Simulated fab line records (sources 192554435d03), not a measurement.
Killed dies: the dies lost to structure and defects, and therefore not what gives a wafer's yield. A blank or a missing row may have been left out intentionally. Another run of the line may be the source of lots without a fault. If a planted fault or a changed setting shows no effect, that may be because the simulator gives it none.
A lot that was struck, set against a sound lot	flow n5-finfet	37 out of 1938 route steps
Sound: wafers L507.1, L507.2, L507.6. Struck: wafers L515.1, L515.2, L515.4. The cause is given at the end.
Each step with rows lists, per side, the tool, then ch with its chambers, then its first start. Under that, the readings that differ: sound wafers	struck wafers	difference of the means	sigmas: that difference in standard deviations of wafers without a fault.
alike: words and numbers the same on both sides, and readings whose means are apart by under 2 such deviations; not compared: readings that were withheld, readings missing a value for some wafer, numbers with overlapping values and no deviation given by the record, and bounds like >300 which may hide the same value.
Wherever a step has rows on one side only, a row that says differs or no value, or a row with sigmas, the two part there. Numbers that don't overlap but have no deviation are shown without sigmas and don't part them. A reading that every wafer of one side lacks parts them only if that side has two wafers or more.

first, 12 steps without rows for these wafers: N5_SD_EPI_P_STRIP_38 (strips in N2/H2); N5_SD_EPI_P_ETCHBACK_46 (etches SiNx in CH3F/O2, stops on SiO2, target depth 17.5 nm); N5_SD_EPI_P_ETCH_47 (etches SiOCN in CH3F/O2, target depth 25 nm); N5_SD_EPI_P_ETCH_16 (etches SiO2 in CHF3/O2, target depth 5 nm); N5_SD_EPI_P_STRIP_50 (strips in CHF3/O2); N5_SD_EPI_P_SD_RECESS_17 (chemistry HBr/Cl2/O2, target depth 39.1 nm, bt time 3 s); N5_SD_EPI_P_WET_ETCH_45 (etches SiO2 in dHF, time 10.7 s, target depth 2 nm, rinse time 30 s); N5_SD_EPI_P_STRIP_40 (strips in N2/H2); N5_SD_EPI_P_PRECLEAN_52 (cleans in O3/DIW, time 60 s); N5_SD_EPI_P_SRD_20 (time 30 s); N5_SD_EPI_P_PRECLEAN_51 (cleans in NF3:NH3, afs cycles 1, time 20 s, sublimation time 60 s); N5_SD_EPI_P_VAPOR_ETCH_44 (etches SiGe30 in NF3/Ar, time 3.3 s).
N5_SD_EPI_P_EPI_21: deposits SiGe:B, time 355 s.
  sound on epi-rpcvd-04 ch 0, day 3 23:16; struck on epi-rpcvd-04 ch 0, day 5 23:59
reading	sound	struck	difference	sigmas
chamber-pressure-Torr (Torr)	20.05 20.03 20.04	25.32 25.32 25.37	+5.30	+99 or more
model.SiGe-B_of_SD_EPI_P_EPI_21.thk-nm (nm)	61.4 60.6 60	68.4 68.8 66.8	+7.3	
N5_SD_EPI_P_EPI_MEAS_23:
  sound: film-metro-02 at day 4 01:27; struck: film-metro-02 at day 6 02:10
reading	sound	struck	difference	sigmas
thk-nm (nm)	62.5 59.6 60.0	69.3 68.0 67.5	+7.6	+6
then, 8 steps without rows for these wafers: N5_SD_EPI_P_HM_STRIP_48 (strips SiNx in H3PO4, material SiNx, target depth 3 nm); N5_SD_EPI_P_SRD_49 (time 30 s); N5_SD_EPI_P_PRECLEAN_24 (cleans in O3/DIW, time 45 s); N5_SD_EPI_P_PRECLEAN_32 (cleans in dHF, time 10 s); N5_SD_EPI_P_PRECLEAN_33 (cleans in SC2, time 45 s); N5_SD_EPI_P_SRD_25 (time 30 s); N5_SD_ACTIVATION_RTA_00 (time 0 s); N5_SD_ACTIVATION_LSA_01 (time 0.0008 s).
N5_SD_ACTIVATION_RS_MEAS_03: a four-point-probe measurement.
  sound: film-metro-02 at day 4 02:04; struck: film-metro-02 at day 6 02:55
reading	sound	struck	difference	sigmas
RS_SD_P (ohm/sq)	56.1 56.9 56.8	46.6 46.0 46.9	-10.1	-9
  alike: RS_SD_N
then, 12 steps without rows for these wafers: N5_ILD0_LINER_00 (material SiNx, target thk 4 nm, pulse time 1 s, purge time 2 s); N5_ILD0_FCVD_FILL_01 (material SiO2 flowable, target thk 200 nm, time 328.3 s); N5_ILD0_CURE_02 (time 1800 s); N5_ILD0_CMP_03 (polishes, stops on SiNx, t overpolish 1.9 s, target thk 197.38 nm); N5_ILD0_CMP_07 (polishes SiO2 flowable, stops on poly-Si, t overpolish 1.18 s, target thk 138.88 nm); N5_ILD0_PRECLEAN_10 (cleans in NF3:NH3, afs cycles 5, time 20 s, sublimation time 60 s); N5_ILD0_ALD_15 (deposits SiNx, target thk 24 nm, pulse time 1 s, ald cycles 480); N5_ILD0_CMP_12 (polishes SiNx, stops on poly-Si, t overpolish 6 s, target thk 17.67 nm); N5_SDB_HM_DEP_00 (deposits SiNx from SiH4/NH3/N2, target thk 40 nm, time 35.3 s); N5_SDB_COAT_03 (time 60 s, resist thk 100 nm); N5_SDB_COAT_04 (time 60 s, resist thk 18 nm); N5_SDB_COAT_05 (resist thk 90 nm).
N5_MOL_CONTACT_COAG_ETCH_110: etches Si in CF4/O2, target depth 2.5 nm, time 8 s.
  sound on rie-diel-06 ch 0,1,2, day 5 07:05; struck on rie-diel-06 ch 2,3, day 7 08:29
reading	sound	struck	difference	sigmas
model.SiGe-B_of_SD_EPI_P_EPI_21.thk-nm (nm)	58.6 57.6 57.2	65.2 65.6 63.6	+7.0	
  alike: bias-w, drypump-motor-current-A, oes_o_777_au, oes-product-au, rf-vpp-V, showerhead-plenum-p-Torr, throttle-valve-pct
  not compared: rf-hours-counter-h
-- a jump in the record: the struck wafers' starts before and after are 6 days apart (it breaks off in module MOL_CONTACT_COAG and resumes in module BEOL_M4, where the first step shown is number 1111 of the route) --
N5_BEOL_M4_RC_MEAS_101:
  sound on prober-01 ch 0, day 9 06:33; struck on prober-01 ch 0, day 13 00:10
reading	sound	struck	difference	sigmas
ION_P (uA/um)	446 453 453	463 470 467	+16	+2
REXT_P (ohm.um)	103.0 102.8 102.6	89.7 87.3 87.9	-14.5	-6
RS_SD_P (ohm/sq)	66.0 67.2 67.3	54.7 54.9 56.3	-11.5	-10
SS_P (mV/dec)	72.6 71.9 71.7	73.5 73.6 74.0	+1.6	+3
VT_P (mV)	-254 -255 -257	-249 -246 -247	+8	+2
  alike: DIBL_N, DIBL_P, IOFF_N, IOFF_P, ION_N, SS_N, VT_N

WHERE THEY PART
Last at N5_BEOL_M4_RC_MEAS_101 as far as this record goes, first at N5_SD_EPI_P_EPI_21.

WHY: whatever the simulator had introduced
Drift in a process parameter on epi-rpcvd-04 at N5_SD_EPI_P_EPI_21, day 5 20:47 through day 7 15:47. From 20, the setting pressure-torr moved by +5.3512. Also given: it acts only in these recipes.
